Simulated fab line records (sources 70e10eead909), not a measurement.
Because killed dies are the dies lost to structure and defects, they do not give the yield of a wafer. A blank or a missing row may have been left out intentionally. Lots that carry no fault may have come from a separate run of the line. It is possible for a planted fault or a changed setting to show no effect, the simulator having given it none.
Chamber matching ; flow nand-harc ; rie-diel-09 running NHARC_A_CONTACT_ETCH_110: 4 sister chambers
The step etches the open film in CF4/O2, target depth 50 nm, overetch 5 nm, time 27.5 s. 8 wafers are shown with their chamber, then 7 later ones without.

WAFERS WITH THEIR CHAMBER
wafer;chamber;showerhead-plenum-p-Torr (Torr);drypump-motor-current-A (A)
L543.5;0;1.27;5.8
L540.5;1;1.26;5.5
L540.6;2;1.23;6.0
L541.2;2;1.23;6.0
L541.3;3;1.35;6.1
L541.4;0;1.26;5.7
L546.1;3;1.35;6.1
L546.4;1;1.26;5.5

WAFERS WITH NO CHAMBER GIVEN
wafer;showerhead-plenum-p-Torr (Torr);drypump-motor-current-A (A)
L546.6;1.26;5.5
L550.1;1.44;6.0
L550.2;1.26;5.5
L550.4;1.26;5.8
L557.1;1.26;5.8
L557.2;1.26;5.5
L557.6;1.44;6.0

WHICH CHAMBER EACH WENT THROUGH
wafer;from the rows above;in truth
L546.6;1;1
L550.1;3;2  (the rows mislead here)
L550.2;1;1
L550.4;0;0
L557.1;0;0
L557.2;1;1
L557.6;3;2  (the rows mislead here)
Correct placement for 5 of the 7. From these rows, 0 cannot be placed. Wrongly placed: 2.
How it was worked out, from the rows above alone: a wafer's distance from a chamber is the root of the sum, over the readings, of the square of ((its reading less the chamber's mean) divided by the reading's scatter). The wafer belongs to the nearest chamber; if the next one is less than 2 further off, it can't be placed. For every chamber, the mean is computed from those of its wafers that are shown. The scatter: the root of (the sum of the squares of (reading less its chamber's mean) over the shown wafers, divided by (wafers less chambers)).
